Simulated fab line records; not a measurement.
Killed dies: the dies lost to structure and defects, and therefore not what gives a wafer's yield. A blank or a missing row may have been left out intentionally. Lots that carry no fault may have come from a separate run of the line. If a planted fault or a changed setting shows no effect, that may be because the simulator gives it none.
2 desks looking at one fault ; flow nand-harc ; only its own numbers are on each desk; what lay behind them is given at the end

## DESK OF THE TOOL OWNER: rie-si-03
The tool's own readings at NHARC_A_WL_FILL_ETCHBACK_26 (etches the open film in HBr, target depth 52 nm, time 13.3 s): means of the sampled wafers that have a number, for each lot that ran on this tool. A lot is out of limits, marked OUT, if its mean lies more than 4 standard deviations from the usual mean; the brackets give that distance.
Columns: A = drypump-motor-current-A at NHARC_A_WL_FILL_ETCHBACK_26, usual 6.1 A; B = oes-product-au at NHARC_A_WL_FILL_ETCHBACK_26, usual 1.005 a.u.; C = rf-fwd-power-W at NHARC_A_WL_FILL_ETCHBACK_26, usual 342.7 W; D = run-length-s at NHARC_A_WL_FILL_ETCHBACK_26, usual 34.3 s; E = throttle-valve-pct at NHARC_A_WL_FILL_ETCHBACK_26, usual 23.266 %
lot;first seen here;A;B;C;D;E
L477;day 21 10:24;6.0;0.996;341.8;34.2;23.276
L480;day 22 23:05;6.1;0.992;341.1;34.3;23.263
L481;day 23 02:19;6.2;1.011;343.4;33.9;23.264
L494;day 28 05:02;6.2;1.021;342.8;32.2 (-5.7) OUT;23.258
L493;day 28 09:26;6.3;1.017;341.5;30.1 (-11) OUT;23.265
This desk's verdict: out of limits on L493, L494, starting with L494 at day 28 05:02 (run-length-s at NHARC_A_WL_FILL_ETCHBACK_26). Within limits: L477, L480, L481.

## THE METROLOGY DESK
Lot by lot, what the gauges showed, no matter which tool ran the lot: averages of those sampled wafers that carry a number. A lot is out of limits, marked OUT, if its mean lies more than 4 standard deviations from the usual mean; the brackets give that distance.
Columns: A = cd-nm at NHARC_A_SLIT_CD_MEAS_21, usual 290.1 nm
lot;first seen here;A
L477;day 20 11:05;288.4
L479;day 20 11:22;290.4
L478;day 20 14:55;291.3
L482;day 21 19:19;291.5
L480;day 21 19:24;291.0
L481;day 22 02:20;290.5
L483;day 22 16:43;290.4
L484;day 23 14:14;289.1
L485;day 23 18:53;290.3
L486;day 24 00:55;290.8
L494;day 27 05:25;291.4
L493;day 27 09:16;289.6
L500;day 29 05:04;288.5
L499;day 29 13:29;289.7
This desk's verdict: no lot among the 14 shows anything out of limits.

## TAKEN TOGETHER
On L493, L494, at day 28 05:02, an alarm was possible from the tool owner's desk.
The metrology desk saw nothing out of limits.
The metrology desk has L493, L494 on record, within its limits.
NHARC_A_WL_FILL_ETCHBACK_26 was run on rie-si-03 by each of the lots named.

## WHAT THE SIMULATOR HAD INSERTED
rie-si-03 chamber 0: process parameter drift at NHARC_A_WL_FILL_ETCHBACK_26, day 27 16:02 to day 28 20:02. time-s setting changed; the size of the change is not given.
Struck lots among those shown: L493, L494.
Delay in hours, fault start to first out-of-limits reading, by desk: the tool owner's desk at 13.
